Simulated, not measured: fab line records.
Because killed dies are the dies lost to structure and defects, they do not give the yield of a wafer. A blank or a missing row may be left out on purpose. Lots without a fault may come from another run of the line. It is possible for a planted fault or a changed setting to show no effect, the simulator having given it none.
A lot that was struck, set against a sound lot + flow n5 finfet + 18 out of 1938 route steps
Sound: wafers L881.4, L881.6. Struck: wafer L891.5. (L891.4 of the same lot was not struck and is left out.) The cause comes at the end.
Order at every step that has rows: each side's tool, ch and its chambers, its first start. Under that, the readings that differ: sound wafers + struck wafers + difference of the means + sigmas: that difference in standard deviations of wafers without a fault.
alike: readings with means less than 2 such deviations apart, plus words and numbers identical on both sides. not compared: withheld readings, readings lacking a value on some wafer, bounds such as >300 that could conceal the same value, and numbers that have no deviation in the record and whose values overlap.
The two part at a step that has a row with sigmas, a row that says differs or no value, or rows on one side only. Numbers that have no deviation but don't overlap get no sigmas and don't part them. Lack of a reading on every wafer of one side parts them only where that side has two or more wafers.

first, 9 steps without rows for these wafers: N5_GATE_CUT_COAT_34 (time 60 s, resist thk 60 nm); N5_GATE_CUT_COAT_35 (time 60 s, resist thk 10 nm); N5_GATE_CUT_COAT_27 (time 60 s, resist thk 10 nm); N5_GATE_CUT_COAT_07 (resist thk 30 nm); N5_GATE_CUT_EBR_09; N5_GATE_CUT_SOFTBAKE_08 (time 60 s); N5_GATE_CUT_EXPOSE_10 (exposes mask GATE CUT, target cd 20 nm); N5_GATE_CUT_PEB_11 (peb time 60 s); N5_GATE_CUT_DEVELOP_12 (develop time 30 s).
N5_GATE_CUT_CD_MEAS_13: the cd target is 20 nm.
  sound on cd sem-01 ch 0, day 7 18:43; struck on cd sem-02 ch 0, day 10 08:21
  alike: cd nm
N5_GATE_CUT_OVL_MEAS_14:
  sound on overlay-01 ch 0, day 7 18:46; struck on overlay-01 ch 0, day 10 08:24
  alike: GATE_CUT_OVL
N5_GATE_CUT_INSPECT_15: inspects for defects (brightfield).
  sound on defect inspect-02 at day 7 18:48; struck on defect inspect-01 at day 10 08:26
  alike: raw defect count
N5_GATE_CUT_DESCUM_18: chemistry O2, time 7 s.
  sound on rie diel-05 ch 0,3, day 7 18:50; struck on rie diel-05 ch 2, day 10 08:28
| reading                                       | sound   | struck | difference | sigmas |
|-----------------------------------------------|---------|--------|------------|--------|
| model.CAR-EUV_of_GATE_CUT_COAT_07.thk nm (nm) | 26.2 26 | 25.6   | -0.5       |        |
  alike: drypump motor current A, o2 flow sccm, oes product au, rf vpp V, showerhead plenum p Torr, throttle valve pct
  not compared: rf hours counter h
N5_GATE_CUT_ETCH_28: etches underlayer in N2/H2, target depth 13 nm, time 10.4 s.
  sound on rie diel-05 ch 0,3, day 7 18:52; struck on rie diel-05 ch 2, day 10 08:31
  alike: drypump motor current A, etch rf on time s, oes product au, rf vpp V, showerhead plenum p Torr, throttle valve pct
  not compared: rf hours counter h
N5_GATE_CUT_ETCH_36: etches SiARC in CF4, target depth 13 nm, time 21.7 s.
  sound on rie diel-05 ch 0,3, day 7 18:53; struck on rie diel-05 ch 2, day 10 08:32
| reading                                       | sound | struck | difference | sigmas |
|-----------------------------------------------|-------|--------|------------|--------|
| model.CAR-EUV_of_GATE_CUT_COAT_07.thk nm (nm) | 7 6.8 | 6.6    | -0.3       |        |
  alike: drypump motor current A, etch rf on time s, oes product au, rf vpp V, showerhead plenum p Torr, throttle valve pct
  not compared: rf hours counter h
N5_GATE_CUT_ETCH_37: etches SOC in N2/H2, target depth 60 nm, overetch 12 nm, time 90 s.
  sound on rie diel-05 ch 0,3, day 7 18:55; struck on rie diel-05 ch 2, day 10 08:33
  alike: drypump motor current A, oes product au, rf vpp V, showerhead plenum p Torr, throttle valve pct
  not compared: rf hours counter h
-- a jump in the record: the struck wafers' starts before and after are 4 days apart (it breaks off in module GATE_CUT and resumes in module BEOL_M4, where the first step shown is number 1111 of the route) --
N5_BEOL_M4_RC_MEAS_101:
  sound on prober-02 ch 0, day 11 04:41; struck on prober-02 ch 0, day 14 09:28
  alike: DIBL_N, DIBL_P, IOFF_N, IOFF_P, ION_N, ION_P, SS_N, SS_P, VT_N, VT_P
-- a jump in the record: the struck wafers' starts before and after are 5 days apart (it breaks off in module BEOL_M4 and resumes in module PASSIVATION, where the first step shown is number 1936 of the route) --
N5_PASSIVATION_PROBE_49:
  only the struck wafers here have rows in the record (prober-01, day 19 02:22); the sound ones have none

## WHERE THEY PART
N5_PASSIVATION_PROBE_49 only, going by this record.

WHY: what the simulator had put in
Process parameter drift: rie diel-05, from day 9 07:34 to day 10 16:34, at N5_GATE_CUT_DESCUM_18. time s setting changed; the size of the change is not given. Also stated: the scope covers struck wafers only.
